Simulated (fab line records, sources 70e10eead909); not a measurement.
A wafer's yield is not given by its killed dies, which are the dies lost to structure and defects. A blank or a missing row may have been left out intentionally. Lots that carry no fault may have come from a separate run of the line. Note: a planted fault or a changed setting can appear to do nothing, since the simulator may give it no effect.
What tool caused it? ; flow nandHarc ; Sampling: 22 lots, 66 wafers, 6 of 1159 route steps

WHAT THE GAUGES READ, wafer by wafer
The record lacks any reading of a measuring or inspecting step that a usual standard deviation could be used to judge.

EACH LOT AND THE TOOL THAT RAN IT (in order: tool; ch and the chambers of the sampled wafers; start)
lot;NHARC_A_STAIRCASE_STRIP_254;NHARC_A_STAIRCASE_ETCH_292;NHARC_A_STAIRCASE_ETCH_315;NHARC_A_STAIRCASE_DEP_417;NHARC_A_STAIRCASE_DESCUM_443;NHARC_A_STAIRCASE_ETCH_444
L075;plasmaAsher-02 ch 0,1, day 11 16:30;rieDiel-02 ch 0,2,3, day 11 20:48;rieDiel-02 ch 0,1,3, day 12 05:59 or earlier;pecvd-03 ch 0,1,2, day 12 05:59;rieDiel-12 ch 0,1,3, day 13 19:27;rieDiel-12 ch 0,2,3, day 13 19:32
L077;plasmaAsher-02 ch 0,1, day 12 02:55;rieDiel-03 ch 0,2,3, day 12 06:41;rieDiel-03 ch 0,2,3, day 12 15:46 or earlier;pecvd-03 ch 0,1,2, day 12 15:46;rieDiel-02 ch 1,2,3, day 14 07:35;rieDiel-02 ch 1,2,3, day 14 07:43
L076;plasmaAsher-02 ch 0, day 12 05:00;rieDiel-03 ch 0,1,2, day 12 08:41;rieDiel-12 ch 1,3, day 12 18:57 or earlier;pecvd-04 ch 0,1,2, day 12 18:57;rieDiel-12 ch 0,1, day 14 07:54;rieDiel-12 ch 0,1,2, day 14 08:01
L078;plasmaAsher-02 ch 0,1, day 12 05:57;rieDiel-12 ch 0,1,3, day 12 09:43;rieDiel-02 ch 0,2,3, day 12 19:45 or earlier;pecvd-03 ch 0,2, day 12 19:45;rieDiel-03 ch 0,1,3, day 14 07:26;rieDiel-03 ch 1,3, day 14 07:45
L079;plasmaAsher-01 ch 0,1, day 12 12:05;rieDiel-03 ch 1,2,3, day 12 18:46;rieDiel-02 ch 0,2, day 13 07:14 or earlier;pecvd-04 ch 0,2, day 13 07:14;rieDiel-03 ch 0,2,3, day 14 21:59;rieDiel-03 ch 0,2,3, day 14 22:24
L080;plasmaAsher-02 ch 0,1, day 12 16:51;rieDiel-02 ch 1,2,3, day 12 20:34;rieDiel-03 ch 1,2, day 13 07:34 or earlier;pecvd-04 ch 0,1,2, day 13 07:34;rieDiel-12 ch 0,2,3, day 14 22:24;rieDiel-12 ch 0,1, day 14 23:56
L082;plasmaAsher-02 ch 0,1, day 12 23:23;rieDiel-03 ch 2,3, day 13 03:04;rieDiel-03 ch 1,2, day 13 12:46 or earlier;pecvd-01 ch 0,2, day 13 12:46;rieDiel-12 ch 0,1,3, day 14 22:22;rieDiel-12 ch 0,1,3, day 14 23:13
L081;plasmaAsher-02 ch 0,1, day 13 08:35;rieDiel-02 ch 0,1,3, day 13 14:18;rieDiel-03 ch 0,1,3, day 14 02:46 or earlier;pecvd-01 ch 0,2, day 14 02:46;rieDiel-12 ch 0,1,2, day 15 18:35;rieDiel-12 ch 0,2,3, day 15 18:40
L084;plasmaAsher-01 ch 0,1, day 13 21:25;rieDiel-12 ch 0,1,2, day 14 02:20;rieDiel-03 ch 2,3, day 14 14:53 or earlier;pecvd-01 ch 1,2, day 14 14:53;rieDiel-12 ch 0,2,3, day 16 05:30;rieDiel-12 ch 1,2,3, day 16 05:37
L085;plasmaAsher-01 ch 0,1, day 13 22:10;rieDiel-02 ch 0,1,2, day 14 02:33;rieDiel-03 ch 1,2, day 14 15:37 or earlier;pecvd-01 ch 1,2, day 14 15:37;rieDiel-03 ch 2,3, day 16 05:20;rieDiel-03 ch 1,3, day 16 05:25
L087;plasmaAsher-01 ch 0,1, day 14 03:57;rieDiel-02 ch 0,1,3, day 14 09:26;rieDiel-03 ch 2,3, day 14 20:02 or earlier;pecvd-01 ch 0,2, day 14 20:02;rieDiel-03 ch 0,3, day 16 12:11;rieDiel-03 ch 0,1,2, day 16 14:11
L083;plasmaAsher-02 ch 0,1, day 14 08:12;rieDiel-02 ch 0,1,2, day 14 13:30;rieDiel-12 ch 0,3, day 15 00:20 or earlier;pecvd-03 ch 0,1,2, day 15 00:20;rieDiel-03 ch 0,3, day 16 12:14;rieDiel-03 ch 0,1, day 16 15:08
L089;plasmaAsher-02 ch 0,1, day 14 21:13;rieDiel-02 ch 1,2,3, day 15 02:25;rieDiel-02 ch 0,1,2, day 15 11:34 or earlier;pecvd-04 ch 0,1, day 15 11:34;rieDiel-02 ch 2,3, day 16 23:52;rieDiel-02 ch 1,2,3, day 17 00:09
L088;plasmaAsher-01 ch 0,1, day 14 21:55;rieDiel-03 ch 0,3, day 15 03:09;rieDiel-12 ch 0,1,3, day 15 12:48 or earlier;pecvd-03 ch 1,2, day 15 12:48;rieDiel-03 ch 0,2,3, day 16 23:49;rieDiel-03 ch 1,2,3, day 17 00:06
L090;plasmaAsher-02 ch 0,1, day 15 17:11;rieDiel-12 ch 1,2, day 15 20:49;rieDiel-02 ch 0,1,2, day 16 07:40 or earlier;pecvd-04 ch 0,1,2, day 16 07:40;rieDiel-02 ch 0,1,3, day 17 19:29;rieDiel-02 ch 0,2,3, day 17 20:04
L092;plasmaAsher-02 ch 0,1, day 15 20:08;rieDiel-02 ch 0,1,2, day 15 23:50;rieDiel-12 ch 0,1,3, day 16 13:55 or earlier;pecvd-01 ch 0,2, day 16 13:55;rieDiel-12 ch 0,3, day 18 03:25;rieDiel-12 ch 0,1, day 18 03:45
L093;plasmaAsher-01 ch 0,1, day 15 23:08;rieDiel-02 ch 1,2,3, day 16 05:08;rieDiel-12 ch 0,2,3, day 16 15:51 or earlier;pecvd-03 ch 0,1,2, day 16 15:51;rieDiel-03 ch 0,1,3, day 18 03:15;rieDiel-03 ch 0,2,3, day 18 03:35
L091;plasmaAsher-01 ch 1, day 16 00:21;rieDiel-03 ch 0,1,2, day 16 07:05;rieDiel-02 ch 1,3, day 16 18:54 or earlier;pecvd-03 ch 0,1,2, day 16 18:54;rieDiel-12 ch 1,2,3, day 18 08:32;rieDiel-12 ch 1,3, day 18 08:50
L094;plasmaAsher-01 ch 0,1, day 16 05:35;rieDiel-02 ch 1,2,3, day 16 11:17;rieDiel-12 ch 1,2,3, day 16 20:54 or earlier;pecvd-03 ch 0,1,2, day 16 20:54;rieDiel-03 ch 1,2,3, day 18 08:40;rieDiel-03 ch 0,2,3, day 18 08:46
L095;plasmaAsher-01 ch 0,1, day 17 02:32;rieDiel-12 ch 0,2,3, day 17 06:56;rieDiel-02 ch 0,2,3, day 17 16:46 or earlier;pecvd-04 ch 0,1,2, day 17 16:46;rieDiel-02 ch 1,2,3, day 19 09:14;rieDiel-02 ch 0,2,3, day 19 09:34
L097;plasmaAsher-01 ch 0,1, day 17 02:43;rieDiel-02 ch 1,3, day 17 07:04;rieDiel-12 ch 0,2, day 17 16:50 or earlier;pecvd-01 ch 0,1,2, day 17 16:50;rieDiel-12 ch 1,2,3, day 19 09:40;rieDiel-12 ch 0,1,3, day 19 10:01
L096;plasmaAsher-02 ch 0,1, day 17 05:44;rieDiel-12 ch 0,2,3, day 17 09:31;rieDiel-12 ch 0,2,3, day 17 19:01 or earlier;pecvd-04 ch 0,1,2, day 17 19:01;rieDiel-03 ch 0,2,3, day 19 09:23;rieDiel-03 ch 0,1, day 19 09:29
- NHARC_A_STAIRCASE_STRIP_254: strips in O2.
- NHARC_A_STAIRCASE_ETCH_292: etches the open film in CF4/CHF3.
- NHARC_A_STAIRCASE_ETCH_315: etches the open film in C4F8/O2/Ar, target depth 2500 nm, time 607.1 s.
- NHARC_A_STAIRCASE_DEP_417: deposits Si3N4, target thk 60 nm.
- NHARC_A_STAIRCASE_DESCUM_443: chemistry O2, time 3 s.
- NHARC_A_STAIRCASE_ETCH_444: etches the open film in C4F8/O2, target depth 10200 nm, time 3400 s.

WHAT THE TOOLS THEMSELVES READ (means of the sampled wafers that have a number; where no wafer has one, the mark that the record gives instead)
NHARC_A_STAIRCASE_STRIP_254.
lot;tool;drypumpMotorCurrentA (A);heaterPowerW (W)
L075;plasmaAsher-02;5.4;330
L077;plasmaAsher-02;5.5;339
L076;plasmaAsher-02;4.8;371
L078;plasmaAsher-02;5.1;349
L079;plasmaAsher-01;5.5;343
L080;plasmaAsher-02;5.4;343
L082;plasmaAsher-02;5.1;352
L081;plasmaAsher-02;5.4;337
L084;plasmaAsher-01;5.3;331
L085;plasmaAsher-01;5.4;327
L087;plasmaAsher-01;5.5;337
L083;plasmaAsher-02;5.1;354
L089;plasmaAsher-02;5.4;335
L088;plasmaAsher-01;5.3;328
L090;plasmaAsher-02;5.1;355
L092;plasmaAsher-02;5.1;356
L093;plasmaAsher-01;5.5;334
L091;plasmaAsher-01;5.2;328
L094;plasmaAsher-01;5.5;336
L095;plasmaAsher-01;5.5;335
L097;plasmaAsher-01;5.5;335
L096;plasmaAsher-02;5.1;346

NHARC_A_STAIRCASE_ETCH_292.
lot;tool;chamberPressureMTorr (mTorr);drypumpMotorCurrentA (A);oesProductAu (a.u.);rfFwdPowerW (W);rfVppV (V);showerheadPlenumPTorr (Torr);throttleValvePct (%)
L075;rieDiel-02;24.978;5.4;0.937;496.9;368.9;1.53;16.802
L077;rieDiel-03;25.012;5.5;0.976;496.1;370.9;1.58;16.801
L076;rieDiel-03;24.985;5.1;0.984;498.0;371.5;1.59;16.808
L078;rieDiel-12;25.010;5.6;0.943;495.5;371.5;1.58;16.808
L079;rieDiel-03;25.011;5.4;0.927;497.2;370.9;1.59;16.808
L080;rieDiel-02;24.990;5.5;0.923;498.0;368.2;1.51;16.809
L082;rieDiel-03;24.995;5.7;0.976;495.7;371.4;1.58;16.810
L081;rieDiel-02;25.011;5.6;0.970;497.8;369.0;1.51;16.805
L084;rieDiel-12;25.006;5.9;0.906;498.8;371.8;1.59;16.807
L085;rieDiel-02;24.967;5.7;0.925;498.1;368.1;1.50;16.808
L087;rieDiel-02;24.994;5.7;0.942;497.4;369.0;1.51;16.798
L083;rieDiel-02;25.004;5.7;0.971;497.6;368.5;1.50;16.813
L089;rieDiel-02;25.011;5.5;0.975;496.2;367.8;1.51;16.808
L088;rieDiel-03;24.994;5.4;0.970;495.9;370.2;1.56;16.807
L090;rieDiel-12;24.992;6.0;0.956;497.5;370.7;1.60;16.794
L092;rieDiel-02;25.004;5.7;0.962;497.8;368.0;1.50;16.804
L093;rieDiel-02;25.002;5.5;0.928;496.5;368.2;1.51;16.806
L091;rieDiel-03;24.997;5.1;0.971;497.1;370.9;1.59;16.803
L094;rieDiel-02;25.007;5.5;0.961;497.7;368.2;1.51;16.803
L095;rieDiel-12;25.019;5.7;0.937;495.5;371.4;1.61;16.798
L097;rieDiel-02;25.007;5.5;0.970;498.2;368.0;1.51;16.805
L096;rieDiel-12;25.005;5.7;0.966;497.1;372.5;1.61;16.802

NHARC_A_STAIRCASE_ETCH_315.
lot;tool;chamberPressureMTorr (mTorr);oesProductAu (a.u.);rfFwdPowerW (W);rfVppV (V)
L075;rieDiel-02;24.980;0.934;600.2;1817
L077;rieDiel-03;25.001;0.938;599.1;1829
L076;rieDiel-12;25.009;0.937;599.5;1823
L078;rieDiel-02;24.994;0.950;599.0;1820
L079;rieDiel-02;25.010;0.930;600.5;1818
L080;rieDiel-03;24.995;0.929;598.6;1832
L082;rieDiel-03;24.993;0.933;598.3;1833
L081;rieDiel-03;25.002;0.941;599.2;1826
L084;rieDiel-03;25.008;0.936;598.0;1827
L085;rieDiel-03;25.002;0.932;599.7;1833
L087;rieDiel-03;24.995;0.952;599.2;1827
L083;rieDiel-12;25.014;0.916;599.0;1831
L089;rieDiel-02;24.990;0.926;600.3;1815
L088;rieDiel-12;24.980;0.920;600.6;1826
L090;rieDiel-02;24.993;0.928;599.4;1813
L092;rieDiel-12;25.022;0.933;597.7;1826
L093;rieDiel-12;25.022;0.919;598.4;1833
L091;rieDiel-02;24.997;0.941;598.9;1817
L094;rieDiel-12;25.025;0.928;599.6;1828
L095;rieDiel-02;25.019;0.944;599.2;1818
L097;rieDiel-12;25.010;0.936;599.4;1833
L096;rieDiel-12;25.024;0.915;598.2;1833

NHARC_A_STAIRCASE_DEP_417.
lot;tool;heaterPowerW (W);rfFwdPowerW (W)
L075;pecvd-03;688;449.2
L077;pecvd-03;727;449.6
L076;pecvd-04;662;448.7
L078;pecvd-03;720;448.8
L079;pecvd-04;673;451.2
L080;pecvd-04;694;449.5
L082;pecvd-01;689;448.0
L081;pecvd-01;717;447.4
L084;pecvd-01;781;448.9
L085;pecvd-01;714;448.9
L087;pecvd-01;755;449.1
L083;pecvd-03;711;447.7
L089;pecvd-04;762;449.7
L088;pecvd-03;845;448.2
L090;pecvd-04;697;449.7
L092;pecvd-01;715;448.4
L093;pecvd-03;668;449.2
L091;pecvd-03;713;449.0
L094;pecvd-03;690;449.5
L095;pecvd-04;679;450.1
L097;pecvd-01;757;450.3
L096;pecvd-04;751;449.1

NHARC_A_STAIRCASE_DESCUM_443.
lot;tool;chamberPressureMTorr (mTorr);drypumpMotorCurrentA (A);oesProductAu (a.u.);rfVppV (V);showerheadPlenumPTorr (Torr);throttleValvePct (%)
L075;rieDiel-12;59.96;5.6;0.989;57.4;1.92;11.317
L077;rieDiel-02;59.94;5.5;1.006;56.7;1.83;11.320
L076;rieDiel-12;60.00;5.8;0.996;58.0;1.88;11.315
L078;rieDiel-03;59.99;5.3;1.007;57.6;1.91;11.313
L079;rieDiel-03;60.00;5.5;1.013;57.5;1.92;11.301
L080;rieDiel-12;60.02;5.7;0.983;58.6;1.97;11.311
L082;rieDiel-12;60.04;5.6;0.993;57.6;1.92;11.304
L081;rieDiel-12;59.97;5.9;0.995;58.0;1.93;11.312
L084;rieDiel-12;59.95;5.7;0.983;57.7;1.96;11.308
L085;rieDiel-03;60.04;5.8;1.026;57.7;1.91;11.317
L087;rieDiel-03;60.06;5.7;1.023;57.9;1.88;11.310
L083;rieDiel-03;59.96;5.7;1.016;57.1;1.88;11.310
L089;rieDiel-02;60.00;5.3;1.009;57.1;1.85;11.315
L088;rieDiel-03;60.00;5.4;1.011;56.7;1.91;11.310
L090;rieDiel-02;59.95;5.7;1.005;57.0;1.82;11.309
L092;rieDiel-12;59.99;5.5;0.987;57.5;1.95;11.304
L093;rieDiel-03;59.99;5.3;1.006;57.4;1.90;11.307
L091;rieDiel-12;60.01;5.8;0.994;58.4;1.92;11.311
L094;rieDiel-03;60.02;5.4;1.002;58.4;1.93;11.299
L095;rieDiel-02;59.98;5.5;1.016;57.4;1.82;11.313
L097;rieDiel-12;60.02;5.8;1.001;58.6;1.92;11.314
L096;rieDiel-03;59.99;5.4;1.003;58.9;1.91;11.319

NHARC_A_STAIRCASE_ETCH_444.
lot;tool;chamberPressureMTorr (mTorr);oesProductAu (a.u.);rfFwdPowerW (W);rfVppV (V)
L075;rieDiel-12;25.000;0.908;602.5;811
L077;rieDiel-02;24.997;0.918;599.7;802
L076;rieDiel-12;24.971;0.912;601.0;808
L078;rieDiel-03;25.003;0.923;601.1;808
L079;rieDiel-03;25.005;0.934;602.2;806
L080;rieDiel-12;24.999;0.925;598.4;806
L082;rieDiel-12;25.009;0.916;601.2;807
L081;rieDiel-12;24.985;0.911;599.8;811
L084;rieDiel-12;25.015;0.920;599.9;808
L085;rieDiel-03;25.012;0.928;600.0;807
L087;rieDiel-03;25.001;0.930;598.2;808
L083;rieDiel-03;25.011;0.930;598.1;806
L089;rieDiel-02;24.998;0.933;598.1;802
L088;rieDiel-03;24.994;0.939;599.8;808
L090;rieDiel-02;25.009;0.933;598.9;802
L092;rieDiel-12;25.048;0.958;600.5;804
L093;rieDiel-03;25.023;0.957;599.9;806
L091;rieDiel-12;24.992;0.970;601.7;805
L094;rieDiel-03;25.000;0.975;598.3;808
L095;rieDiel-02;25.017;0.933;601.2;803
L097;rieDiel-12;25.014;0.924;600.3;806
L096;rieDiel-03;25.005;0.958;598.8;807

THE ANSWER, worked out from the rows above alone
Rule: the usual values come from the lots themselves. Put in order of their means at a reading, lots are off if they are a third of the lots or fewer, leave a main group of 4 or more, and stand apart from it by a gap of 3 or more times the standard deviation of the main group's means; of several such gaps the widest counts. A main group whose means are all the same, to the digits that the tables above print for the reading, isn't used. Also off: a lot with no number at a reading for which 4 or more lots have one. Any other lot the step has rows for is counted as sound. After the gauges, taken in route order, come the tools' own readings; for these a lot's mean is taken, as printed above. At the first step where some lot is off, the reading lying furthest off is the one used; lots without a number count as furthest.
No lot is off on any of the readings shown, so nothing can be concluded from this.

WHAT HAD BEEN PUT IN BY THE SIMULATOR
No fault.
